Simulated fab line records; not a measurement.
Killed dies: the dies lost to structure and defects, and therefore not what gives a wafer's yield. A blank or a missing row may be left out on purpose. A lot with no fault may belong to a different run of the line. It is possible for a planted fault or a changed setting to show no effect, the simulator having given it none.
Chamber matching | flow n5-finfet | 4 sister chambers for N5_BEOL_M4_VIA_ETCH_34 on rie-diel-01
The step etches the open film in C4F6/O2, target depth 69.4 nm, time 65.9 s. 4 wafers are shown with their chamber, then 10 later ones without.

== WAFERS PAIRED WITH THEIR CHAMBERS ==
wafer  | chamber | rf-vpp-V (V)
L085.1 | 2       | 652
L085.6 | 3       | 672
L093.3 | 1       | 679
L093.4 | 0       | 659

== WAFERS WHOSE CHAMBER IS MISSING ==
wafer  | rf-vpp-V (V)
L093.6 | 672
L094.1 | 659
L094.4 | 680
L094.5 | 658
L091.3 | 679
L091.5 | 658
L091.6 | 671
L097.4 | 673
L097.5 | 672
L097.6 | 658

== EACH ONE'S CHAMBER ==
wafer  | from the rows above | in truth
L093.6 | 3                   | 3
L094.1 | 0                   | 0
L094.4 | 1                   | 1
L094.5 | 0                   | 0
L091.3 | 1                   | 1
L091.5 | 0                   | 0
L091.6 | 3                   | 3
L097.4 | 3                   | 3
L097.5 | 3                   | 3
L097.6 | 0                   | 0
10 of 10 placed correctly. From these rows, 0 cannot be placed. Placed wrongly: 0.
How it was worked out, from the rows above alone: a wafer's distance from a chamber is the root of the sum, over the readings, of the square of ((its reading less the chamber's mean) divided by the reading's scatter). The wafer belongs to the nearest chamber; if the next one is less than 2 further off, it can't be placed. Each chamber's mean is taken over the wafers shown for it. The scatter: with one shown wafer a chamber, the root of the mean of the squares of how far each hidden wafer lies from its nearest shown one.
